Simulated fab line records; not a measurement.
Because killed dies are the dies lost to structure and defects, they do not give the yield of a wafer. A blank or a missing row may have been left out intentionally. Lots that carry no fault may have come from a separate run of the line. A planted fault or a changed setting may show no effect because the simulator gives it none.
fab line records | flow nandHarc
record: lots: 5 wafers: 15 lastDay: 24
route steps=1159 shown A_SGD_CUT@753 A_SLIT@779 END@1159
lots that met no fault: taken from a fault-free run of the same line
startH: the number of hours between the record's first day and the start of the first shown wafer of the lot | waitH: hours from the lot's prior step to this one | " identical to the entry in the row above | L1.1+2: one row covering several wafers at once | - value missing, or start not given | * or withheld: withheld | < > ~ a bound
route shown NAME@n: names a module that has steps shown in the file, with the first one's number in the route | usual: mean/standard deviation of fault-free wafers | same: alike in all rows | chamber/n: place in a boat | sites: per-site readings | _std_site: standard deviation across them | _edge_site: mean of outer sites minus mean of inner sites | radiusMm: for every site, how far away it sits from the centre of the wafer | mask NAME#n: copy n | behind: tool/chamber where the wafer was last shaped | hold: reason for holding the lot/hours on hold/outcome of the hold | device: the n, p or np transistor that did not switch | end of line: the same wafers' tests at the end of the route | for a step that has no rows: nothing shown but its recipe | killed: at the first sort, the dies lost to defects and structure; wafer yield is something else | map: the dies of a wafer, with x for killed, . for not killed, _ for no die there
set.NAME: the setting the step ran with; set.NAME@STEP: the setting that earlier step ran with | model.NAME: the simulator's own value behind a step, which no gauge read
lots at selected steps of the route; one table per step, one row per wafer
services: from which hour (startH, from the record's first day; less than 0 if before it) a tool's chamber was out of use, for how many hours, and why
== steps ==
step: NHARC_A_SGD_CUT_SOFTBAKE_04
recipe: tempC: 105 timeS: 55
step: NHARC_A_SGD_CUT_EBR_05
step: NHARC_A_SGD_CUT_EXPOSE_06
recipe: na: 1.35 doseMj: 85.59 maskId: SGD
step: NHARC_A_SGD_CUT_PEB_07
recipe: pebTempC: 100 pebTimeS: 65
step: NHARC_A_SGD_CUT_DEVELOP_08
recipe: developTimeS: 35 devTempC: 23
step: NHARC_A_SGD_CUT_CD_MEAS_09
recipe: targetCdNm: 100 landingEnergyEv: 500
usual: cdNm: 100.0/0.51
columns lot.wafer tool chamber startH waitH cdNm
L606.2 cdSem-01 0 350.66 - 100.1
L606.3 " 0 " " 100.2
L606.6 " 0 " " 101.1
L610.1 cdSem-01 0 369.22 - 99.4
L610.3 " 0 " " 99.8
L610.5 " 0 " " 99.2
L611.1 cdSem-02 0 383.30 - 100.5
L611.3 " 0 " " 99.7
L611.4 " 0 " " 99.9
L615.3 cdSem-01 0 401.11 - 100.4
L615.4 " 0 " " 99.9
L615.6 " 0 " " 99.7
L620.1 cdSem-02 0 435.47 - 100.1
L620.2 " 0 " " 99.7
L620.5 " 0 " " 99.6
step: NHARC_A_SGD_CUT_OVL_MEAS_10
usual: overlayXNm: 0.0/0.85 overlayYNm: 0.3/1
columns lot.wafer tool chamber startH waitH overlayXNm overlayYNm
L606.2 overlay-02 - 350.75 - 1.8 1.1
L606.3 " - " " 1.3 1.3
L606.6 " - " " 1.2 0.4
L610.1 overlay-02 - 369.31 - 0.0 0.3
L610.3 " - " " -0.3 0.6
L610.5 " - " " 0.1 0.1
L611.1 overlay-02 - 383.39 - -1.4 0.3
L611.3 " - " " -0.8 0.1
L611.4 " - " " -1.1 0.3
L615.3 overlay-01 - 401.19 - -0.2 0.1
L615.4 " - " " -0.2 -0.4
L615.6 " - " " -0.2 0.4
L620.1 overlay-01 - 435.56 - 0.2 -0.7
L620.2 " - " " 0.2 -1.0
L620.5 " - " " 0.6 -1.3
step: NHARC_A_SGD_CUT_INSPECT_11
usual: rawDefectCount: 16/9.1
columns lot.wafer tool chamber startH waitH rawDefectCount
L606.2 defectInspect-01 - 350.78 0.0 7
L606.3 " - " " 6
L606.6 " - " " 7
L610.1 defectInspect-01 - 369.35 0.0 8
L610.3 " - " " 8
L610.5 " - " " 7
L611.1 defectInspect-01 - 383.43 0.0 9
L611.3 " - " " 6
L611.4 " - " " 5
L615.3 defectInspect-02 - 401.23 0.0 18
L615.4 " - " " 27
L615.6 " - " " 23
L620.1 defectInspect-02 - 435.60 0.0 21
L620.2 " - " " 43
L620.5 " - " " 27
step: NHARC_A_SGD_CUT_DESCUM_14
recipe: timeS: 3 o2FlowSccm: 200 arFlowSccm: 0 biasPowerW: 0 chemistry: O2
usual: drypumpMotorCurrentA: 5.8/0.48 oesProductAu: 1.005/0.0097 rfVppV: 57.6/0.95 showerheadPlenumPTorr: 1.89/0.093 throttleValvePct: 11.311/0.0082
same: biasPowerW: 0
columns lot.wafer tool chamber startH waitH drypumpMotorCurrentA oesProductAu rfHoursCounterH rfVppV showerheadPlenumPTorr throttleValvePct
L606.3 rieDiel-05 2 350.85 0.1 5.8 1.015 0 57.0 1.83 11.321
L606.2 " 0 " " 5.5 1.006 0 57.6 2.02 11.326
L606.6 " 2 " " 5.8 1.021 - 57.5 1.83 11.311
L610.1 rieDiel-12 2 369.41 0.1 4.8 1.006 18 59.3 2.00 11.318
L610.3 " 3 " " 5.4 1.018 17 58.9 1.79 11.313
L610.5 " 2 " " 4.8 1.014 - 57.5 2.00 11.307
L611.1 rieDiel-05 0 383.56 0.1 5.5 1.020 3 57.3 2.02 11.309
L611.4 " 2 " " 5.8 1.007 2 58.4 1.83 11.297
L611.3 " 3 " " 6.4 0.999 2 55.8 1.79 11.316
L615.4 rieDiel-12 0 401.29 0.1 6.7 1.008 2 55.4 1.80 11.301
L615.3 " 3 " " 5.4 1.001 2 58.0 1.79 11.309
L615.6 " 1 " " 6.4 1.005 - 55.9 1.86 11.307
L620.1 rieDiel-12 2 435.68 0.1 4.8 0.983 5 56.4 2.00 11.317
L620.2 " 3 " " 5.4 0.996 6 56.7 1.79 11.311
L620.5 " 1 " " 6.4 1.002 - 57.2 1.86 11.314
step: NHARC_A_SGD_CUT_ETCH_58
recipe: targetDepthA: 390 overEtchFrac: 0.3 timeS: 65 ionEnergyEv: 80 cf4FlowSccm: 150 arFlowSccm: 0 rfW: 300 biasW: 100 chemistry: CF4
step: NHARC_A_SGD_CUT_ETCH_59
recipe: targetDepthA: 2600 overEtchFrac: 0.25 timeS: 406.25 ionEnergyEv: 200 n2FlowSccm: 150 h2FlowSccm: 150 arFlowSccm: 0 rfW: 400 biasW: 150 chemistry: N2/H2
step: NHARC_A_SGD_CUT_ETCH_15
recipe: targetDepthA: 750 timeS: 64.3 ch3fFlowSccm: 50 o2FlowSccm: 30 arFlowSccm: 200 rfW: 500 biasW: 100 chemistry: CH3F/O2
step: NHARC_A_SGD_CUT_ETCH_16
recipe: targetDepthA: 3105 timeS: 155.2 c4f8FlowSccm: withheld o2FlowSccm: 8 arFlowSccm: withheld rfW: 600 biasW: 800 chemistry: C4F8/O2/Ar
usual: oesProductAu: 0.980/0.013 rfVppV: 722/4.7
columns lot.wafer tool chamber startH waitH oesProductAu rfHoursCounterH rfVppV
L606.2 rieDiel-05 3 351.43 - 0.977 0 717
L606.3 " 1 " " 1.004 0 722
L606.6 " 3 " " 0.974 - 716
L610.1 rieDiel-12 3 369.98 - 0.995 18 718
L610.3 " 0 " " 0.973 18 719
L610.5 " 3 " " 0.986 - 717
L611.1 rieDiel-05 0 384.14 - 0.941 3 728
L611.4 " 2 " " 0.989 2 719
L611.3 " 3 " " 0.982 3 717
L615.4 rieDiel-12 2 401.87 - 0.974 1 728
L615.3 " 3 " " 0.972 2 716
L615.6 " 1 " " 0.973 - 720
L620.1 rieDiel-12 0 436.24 - 0.983 7 716
L620.2 " 1 " " 0.993 7 720
L620.5 " 0 " " 0.983 - 718
step: NHARC_A_SGD_CUT_STRIP_60
recipe: c4f8FlowSccm: withheld o2FlowSccm: 8 arFlowSccm: withheld biasW: 0 chemistry: C4F8/O2/Ar
step: NHARC_A_SGD_CUT_STRIP_17
recipe: o2FlowSccm: 500 arFlowSccm: 0 biasW: 0 chemistry: O2
usual: drypumpMotorCurrentA: 5.8/0.46 oesProductAu: 1.005/0.009 rfVppV: 57.6/0.83 showerheadPlenumPTorr: 3.49/0.15 throttleValvePct: 17.035/0.0089
columns lot.wafer tool chamber startH waitH drypumpMotorCurrentA oesProductAu rfHoursCounterH rfVppV showerheadPlenumPTorr throttleValvePct
L606.3 rieDiel-05 0 - - 5.5 1.008 0 58.9 3.71 17.045
L606.2 " 3 " " 6.4 1.005 0 57.8 3.31 17.036
L606.6 " 1 " " 5.6 1.013 - 56.4 3.47 17.036
L610.1 rieDiel-12 3 - - 5.4 1.015 18 58.4 3.31 17.027
L610.3 " 1 " " 6.4 1.014 18 58.7 3.43 17.044
L610.5 " 0 " " 6.7 1.010 - 57.1 3.34 17.033
L611.4 rieDiel-05 1 - - 5.6 1.012 3 57.1 3.47 17.039
L611.1 " 3 " " 6.5 0.997 3 58.2 3.31 17.036
L611.3 " 0 " " 5.5 1.001 3 58.0 3.71 17.032
L615.3 rieDiel-12 0 - - 6.7 1.007 3 58.4 3.34 17.033
L615.4 " 1 " " 6.4 1.012 2 56.3 3.43 17.026
L615.6 " 0 " " 6.7 1.016 - 57.4 3.34 17.040
L620.1 rieDiel-12 2 - - 4.8 0.993 5 58.1 3.67 17.030
L620.2 " 0 " " 6.7 1.002 7 56.6 3.34 17.022
L620.5 " 2 " " 4.8 0.999 - 58.7 3.67 17.031
step: NHARC_A_SGD_CUT_PRECLEAN_18
recipe: timeS: * tempC: 50 bathAgeMin: 0 chemistry: SC1
step: NHARC_A_SGD_CUT_SRD_19
step: NHARC_A_SGD_CUT_DEP_20
recipe: targetThkA: 1500 tempC: 65 material: SiO2
step: NHARC_A_SGD_CUT_ANNEAL_27
recipe: tempC: 450 timeS: 1800
step: NHARC_A_SGD_CUT_CMP_21
recipe: targetThkNm: 148.19
usual: motorCurrentA: 12.6/1.2 timeToEndpointS: 49/3.2
columns lot.wafer tool chamber startH waitH motorCurrentA timeToEndpointS
L606.3 cmp-01 2 356.23 0.4 13.4 53
L606.2 " 0 " " 10.0 49
L606.6 " 1 " " 12.9 56
L610.1 cmp-04 0 375.40 0.4 12.1 50
L610.3 " 1 " " 11.3 50
L610.5 " 1 " " 11.0 51
L611.4 cmp-01 0 389.14 0.4 10.5 45
L611.1 " 1 " " 13.4 54
L611.3 " 3 " " 14.1 50
L615.4 cmp-01 3 406.97 0.4 13.5 51
L615.3 " 2 " " 12.9 52
L615.6 " 3 " " 13.4 49
L620.1 cmp-03 3 441.19 0.4 12.3 43
L620.2 " 0 " " 12.0 41
L620.5 " 2 " " 12.8 43
step: NHARC_A_SGD_CUT_SRD_23
step: NHARC_A_SGD_CUT_ETCH_26
recipe: targetDepthA: 458 chemistry: dHF material: SiO2
step: NHARC_A_SGD_CUT_ETCHBACK_24
recipe: targetDepthA: 500 overEtchFrac: 0.3 timeS: 92.857 ionEnergyEv: 120 ch3fFlowSccm: 50 o2FlowSccm: 30 arFlowSccm: 200 rfW: 500 biasW: 100 chemistry: CH3F/O2
step: NHARC_A_SGD_CUT_STRIP_28
recipe: timeS: 20 o2FlowSccm: 500 arFlowSccm: 0 biasW: 0 chemistry: O2
usual: drypumpMotorCurrentA: 5.8/0.51 oesProductAu: 1.003/0.0097 rfVppV: 57.6/0.85 showerheadPlenumPTorr: 3.48/0.15 throttleValvePct: 17.036/0.0086
columns lot.wafer tool chamber startH waitH drypumpMotorCurrentA oesProductAu rfHoursCounterH rfVppV showerheadPlenumPTorr throttleValvePct
L606.3 rieDiel-05 1 - - 5.6 1.016 1 58.0 3.47 17.017
L606.2 " 3 " " 6.4 1.004 1 58.2 3.31 17.030
L606.6 " 1 " " 5.6 1.014 - 57.2 3.47 17.037
L610.3 rieDiel-05 2 - - 5.8 1.015 1 56.9 3.38 17.037
L610.1 " 3 " " 6.4 0.989 2 58.2 3.31 17.031
L610.5 " 2 " " 5.8 0.990 - 57.2 3.38 17.031
L611.4 rieDiel-05 0 - - 5.5 1.008 3 58.2 3.71 17.047
L611.1 " 1 " " 5.7 0.988 3 57.3 3.47 17.031
L611.3 " 2 " " 5.8 1.010 3 57.8 3.38 17.035
L615.3 rieDiel-12 2 - - 4.8 1.002 3 57.5 3.67 17.056
L615.4 " 3 " " 5.4 1.002 4 56.8 3.31 17.035
L615.6 " 2 " " 4.8 0.997 - 58.2 3.67 17.041
L620.2 rieDiel-02 1 - - 5.9 1.018 12 58.9 3.66 17.042
L620.1 " 2 " " 5.9 0.995 11 57.0 3.54 17.026
L620.5 " 0 " " 5.7 1.003 - 56.0 3.30 17.050
step: NHARC_A_SGD_CUT_INSPECT_25
usual: rawDefectCount: 320/100
columns lot.wafer tool chamber startH waitH rawDefectCount
L606.2 defectInspect-01 - 356.98 - 268
L606.3 " - " " 240
L606.6 " - " " 297
L610.1 defectInspect-01 - 376.12 - 405
L610.3 " - " " 267
L610.5 " - " " 257
L611.1 defectInspect-01 - 389.87 - 316
L611.3 " - " " 284
L611.4 " - " " 290
L615.3 defectInspect-02 - 407.70 - 361
L615.4 " - " " 474
L615.6 " - " " 319
L620.1 defectInspect-02 - 441.95 - 244
L620.2 " - " " 267
L620.5 " - " " 341
step: NHARC_A_SLIT_DEP_25
recipe: targetThkA: 2000 tempC: 400 pressureTorr: 6.5 rfW: 900 teosFlowSccm: 161.4 flowSccm: 2650 targetThkNm: 200 gas: O2 material: SiO2
step: NHARC_A_SLIT_DEP_00
recipe: targetThkA: 32000 tempC: 400 material: aC
step: NHARC_A_SLIT_DEP_23
recipe: targetThkA: 1000 targetThkNm: 100 tempC: 400 pressureTorr: 3.5 flowSccm: 200 rfW: 350 material: SiON
step: NHARC_A_SLIT_DEHYDRATE_01
recipe: tempC: 150 timeS: 120
step: NHARC_A_SLIT_HMDS_02
recipe: timeS: 30
step: NHARC_A_SLIT_COAT_03
recipe: spinRpm: 1500 resistThkNm: 90
step: NHARC_A_SLIT_SOFTBAKE_04
recipe: tempC: 105 timeS: 55
step: NHARC_A_SLIT_EBR_05
step: NHARC_A_SLIT_EXPOSE_06
recipe: na: 1.35 doseMj: 60.82 maskId: SLIT
step: NHARC_A_SLIT_PEB_07
recipe: pebTempC: 100 pebTimeS: 65
step: NHARC_A_SLIT_DEVELOP_08
recipe: developTimeS: 35 devTempC: 23
step: NHARC_A_SLIT_CD_MEAS_09
recipe: targetCdNm: 300 landingEnergyEv: 500
usual: cdNm: 299.9/0.5
columns lot.wafer tool chamber startH waitH cdNm
L606.2 cdSem-01 0 360.53 - 299.6
L606.3 " 0 " " 299.9
L606.6 " 0 " " 299.1
L610.1 cdSem-01 0 381.61 - 299.5
L610.3 " 0 " " 300.3
L610.5 " 0 " " 299.9
L611.3 cdSem-03 0 393.38 - 299.9
L611.4 " 0 " " 299.5
L615.3 cdSem-02 0 410.92 - 299.9
L615.4 " 0 " " 299.9
L615.6 " 0 " " 300.1
L620.1 cdSem-01 0 445.03 - 299.7
L620.2 " 0 " " 299.4
L620.5 " 0 " " 300.6
step: NHARC_A_SLIT_OVL_MEAS_10
usual: overlayXNm: 0.3/0.68 overlayYNm: 0.2/0.9
columns lot.wafer tool chamber startH waitH overlayXNm overlayYNm
L606.2 overlay-02 - 360.62 - 0.3 1.1
L606.3 " - " " 1.2 1.2
L606.6 " - " " 0.4 1.0
L610.1 overlay-01 - 381.70 - -0.3 -0.4
L610.3 " - " " -0.6 0.2
L610.5 " - " " -0.4 0.2
L611.3 overlay-01 - 393.46 - -1.5 -0.2
L611.4 " - " " -0.5 0.3
L615.3 overlay-02 - 411.00 - 0.2 -0.7
L615.4 " - " " 0.3 -0.9
L615.6 " - " " 0.4 -0.5
L620.1 overlay-01 - 445.12 - 0.4 1.3
L620.2 " - " " 0.6 0.7
L620.5 " - " " 0.7 1.7
step: NHARC_A_SLIT_INSPECT_11
usual: rawDefectCount: 20/9.2
columns lot.wafer tool chamber startH waitH rawDefectCount
L606.2 defectInspect-01 - 360.66 0.0 18
L606.3 " - " " 16
L606.6 " - " " 13
L610.1 defectInspect-01 - 381.74 0.0 9
L610.3 " - " " 11
L610.5 " - " " 7
L611.3 defectInspect-01 - 393.50 0.0 5
L611.4 " - " " 4
L615.3 defectInspect-01 - 411.04 0.0 23
L615.4 " - " " 24
L615.6 " - " " 37
L620.1 defectInspect-01 - 445.16 0.0 23
L620.2 " - " " 45
L620.5 " - " " 36
step: NHARC_A_SLIT_DESCUM_14
recipe: timeS: 3 o2FlowSccm: 200 arFlowSccm: 0 biasPowerW: 0 chemistry: O2
usual: drypumpMotorCurrentA: 5.6/0.49 oesProductAu: 1.002/0.0093 rfVppV: 57.8/0.76 showerheadPlenumPTorr: 1.90/0.065 throttleValvePct: 11.309/0.0077
same: biasPowerW: 0
columns lot.wafer tool chamber startH waitH drypumpMotorCurrentA oesProductAu rfHoursCounterH rfVppV showerheadPlenumPTorr throttleValvePct
L606.3 rieDiel-01 3 360.73 0.1 5.5 0.990 3 57.8 1.86 11.323
L606.2 " 1 " " 5.5 0.989 3 55.1 1.83 11.310
L606.6 " 2 " " 6.6 0.994 - 58.9 1.91 11.313
L610.3 rieDiel-10 3 381.80 0.1 6.3 0.998 1 57.8 1.91 11.315
L610.1 " 2 " " 5.9 0.999 0 57.5 1.93 11.315
L610.5 " 3 " " 6.3 0.989 - 57.6 1.91 11.308
L611.3 rieDiel-01 1 393.56 0.1 5.5 0.982 6 58.5 1.83 11.322
L611.4 " 3 " " 5.6 1.004 6 57.7 1.86 11.309
L615.3 rieDiel-01 1 411.11 0.1 5.6 1.003 7 57.0 1.83 11.312
L615.4 " 2 " " 6.6 0.996 7 58.0 1.91 11.291
L615.6 " 0 " " 5.2 1.011 - 57.6 1.95 11.305
L620.2 rieDiel-01 1 445.22 0.1 5.5 1.003 10 56.6 1.83 11.301
L620.1 " 3 " " 5.5 1.002 9 57.5 1.86 11.312
L620.5 " 2 " " 6.6 0.997 - 58.3 1.91 11.306
step: NHARC_A_SLIT_ETCH_24
recipe: targetDepthA: 1210 timeS: 60.5 cf4FlowSccm: 100 chf3FlowSccm: 30 arFlowSccm: 0 rfW: 500 biasW: 200 chemistry: CF4/CHF3
step: NHARC_END_SORT_01
recipe: tempC: 25
usual: killedAtArray: 26/11 killedAtOther: 0.6/1 killedAtPeriphery: 3.1/2.1 killedDies: 30/11 killedOpen: 3.4/1.8 killedShort: 2.1/1.5
same: grossDies: 677
columns lot.wafer tool chamber startH waitH killedAtArray killedAtOther killedAtPeriphery killedDies killedOpen killedShort
L611.1 prober-02 0 510.75 2.5 479 1 6 486 4 2
L611.4 prober-02 0 513.15 3.4 12 0 3 15 2 4
L615.3 prober-02 0 529.05 3.1 20 0 6 26 10 1
L615.4 prober-02 0 529.85 3.4 34 0 3 37 5 2
L615.6 prober-02 0 531.45 4.0 26 0 3 29 3 1
killed by level:class
L611.1 A_SGD_CUT:areaEtch=464 A_CHANNEL_HOLE_D1:chamberFilmFlake=5 A_CONTACT:chamberFilmFlake=4 P_M0:geometricParticle:open=2 P_STI:chamberFilmFlake=2 P_STI:geometricParticle:short=1 A_CHANNEL_FILL_D1:geometricParticle:short=1 A_WL_FILL:geometricParticle:open=1
L611.4 A_CHANNEL_FILL_D1:geometricParticle:short=2 P_STI:chamberFilmFlake=2 A_CHANNEL_HOLE_D1:chamberFilmFlake=2 A_CONTACT:chamberFilmFlake=2 A_ONON_D1:geometricParticle:short=1 A_CHANNEL_HOLE_D1:geometricParticle:open=1 A_CONTACT:geometricParticle:short=1 A_BLC:geometricParticle:open=1
L615.3 A_CHANNEL_HOLE_D1:chamberFilmFlake=10 A_CONTACT:chamberFilmFlake=3 A_CONTACT:geometricParticle:open=2 A_STAIRCASE:chamberFilmFlake=2 P_GATE:geometricParticle:open=1 P_CONTACT:geometricParticle:open=1 P_M0:geometricParticle:open=1 P_M1:geometricParticle:open=1
L615.4 A_CHANNEL_HOLE_D1:chamberFilmFlake=19 A_CONTACT:chamberFilmFlake=6 A_WL_FILL:chamberFilmFlake=3 A_CONTACT:geometricParticle:open=2 A_CHANNEL_FILL_D1:chamberFilmFlake=2 P_STI:geometricParticle:open=1 P_M0:geometricParticle:open=1 P_M2:geometricParticle:short=1
L615.6 A_CHANNEL_HOLE_D1:chamberFilmFlake=17 A_CONTACT:chamberFilmFlake=5 A_CONTACT:geometricParticle:open=2 P_GATE:chamberFilmFlake=2 A_CHANNEL_FILL_D1:geometricParticle:short=1 A_SGD_CUT:geometricParticle:open=1 P_M2:chamberFilmFlake=1
map L611.1 (x killed, . not)
____________.____________
_________xxxx.xx_________
_______xxxxxx.xxxx_______
______xx.xx.x.xxx.x______
_____xxxxx.xx.x.xx.x_____
____xx.x..x..xxx.xx.x____
____xxxxxxxxxxxx.xx.x____
___x.xx.xxxxxxxxx.x.x.___
___x.x.xxxx.xx.x..x.xx___
__xx.xxxx.x.xxxx..xx.x.__
__xxxxxxxx...x.xx.xx..x__
_xxxxxx.xxx.x.x..x.xx.xx_
_xx.xxxxxxx.xxx.xxxx..x._
_xxxx.....xx.xxx.x.xxx.._
_xxxxx.xxx.xxxxxxx..x..._
_xxx.xxxxxx.x.x.x.x..x.._
xxxxxxxxxx.xxx.xxx..xxxxx
xxx.xxxxxxx.xx..xxxxx..xx
xxxxx.xx.xx.....x..xx....
xxxxxxxxxx.x..xx.xx.x...x
xxxx.xxxxx.x.x.xx.x.xxxx.
_xxxxxx.xxx...x.......x._
_xxxxxxxxxxxxxx....xx.xx_
_xxxxxx.xxx.x.x..xxx.xxx_
_xxxx.xxxx.x.x.x.x...x.x_
_xxxxxxxx.xx.xxx.xxx..xx_
__xxxx.x.x.xxx.xxx.x.xx__
__xxxx.x.xxxxx.xxx...xx__
___xxxxxxxx.xxxx.xx.xx___
___xxxxxxxxxx.x.xxxxx.___
____xxxxxx.xx.xx.xx.x____
____xxxxxxxxxxx...xxx____
_____xxxxxxxxxx.xx.x_____
______xx.xxx..xxxx.______
_______xxxxxxxxxxx_______
_________xxxxxxx_________
____________x____________
map L606.3 (x killed, . not)
____________.____________
_________......._________
_______..........._______
______.............______
_____.............x._____
____.................____
____..............x..____
___...................___
___...................___
__.....................__
__..................x.x__
_.....................x._
_.....................x._
_......................._
_......................._
_......................._
.........................
........xx...............
.........................
.........................
xx..x.x..................
_..xx....x..........x..._
_....x....x........x...._
_...xx.................._
_......................._
_....x...........x....x._
__...x.............xx..__
__.............x..xx..x__
___.....x............x___
___..................x___
____...............x.____
____...........x.....____
_____..............._____
______........x....______
_______.........x._______
_________......._________
____________.____________
== services ==
columns tool chamber startH hours kind
cmp-03 - 326.98 4.0 pm
rieDiel-02 - 327.70 9.0 pm
rieDiel-10 - 329.36 0.2 repair
cmp-03 - 332.74 4.5 repair
rieDiel-05 - 340.60 9.0 pm
rieDiel-02 0 342.03 2.9 repair
rieDiel-10 - 353.50 9.0 pm
cmp-04 - 359.58 0.8 repair
rieDiel-10 1 370.58 2.2 repair
rieDiel-10 2 371.28 6.9 repair
rieDiel-12 3 372.74 3.8 repair
rieDiel-02 3 373.45 8.2 repair
cmp-01 - 375.75 4.0 pm
rieDiel-12 - 379.40 9.0 pm
rieDiel-01 3 382.26 3.8 repair
cmp-03 - 389.66 1.8 repair
rieDiel-12 2 395.12 2.0 repair
rieDiel-01 0 395.84 10.0 repair
rieDiel-01 - 399.08 0.2 repair
cmp-04 - 399.08 4.0 pm
rieDiel-05 2 408.12 7.7 repair
cmp-03 - 414.41 1.9 repair
cmp-03 - 424.98 4.0 pm
rieDiel-12 0 443.02 6.2 repair
== key ==
firstSign: step: NHARC_END_SORT_01 reading: killedDies direction: up sigmas: 41 usual: 30 struck: 486
effect: step: NHARC_END_SORT_01 reading: killedAtArray direction: up sigmas: 41 usual: 26 struck: 479
moreKillsBornAt: NHARC_A_SGD_CUT_ETCH_16@rieDiel-05: 464
metAt NHARC_A_SGD_CUT_ETCH_16
struckWafers L611.1
laterRowsLeftOut L611.1
testerLeftOut L611
fault: kind: processParameterDrift tool: rieDiel-05 chamber: 0 onsetH: 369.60 steps: NHARC_A_SGD_CUT_ETCH_16 channel: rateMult offset: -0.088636 shape: step endH: 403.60
testerLeftOut: of these lots the tester's yield and bins aren't shown, on N5 and GAA mostly nor the transistor test; their killed dies are dies lost to structure and defects alone, not to doping, threshold or leakage, so they don't give the yield
laterRowsLeftOut: the simulator's readings of these wafers behind a module that went badly wrong aren't trusted and aren't shown, but for the sort
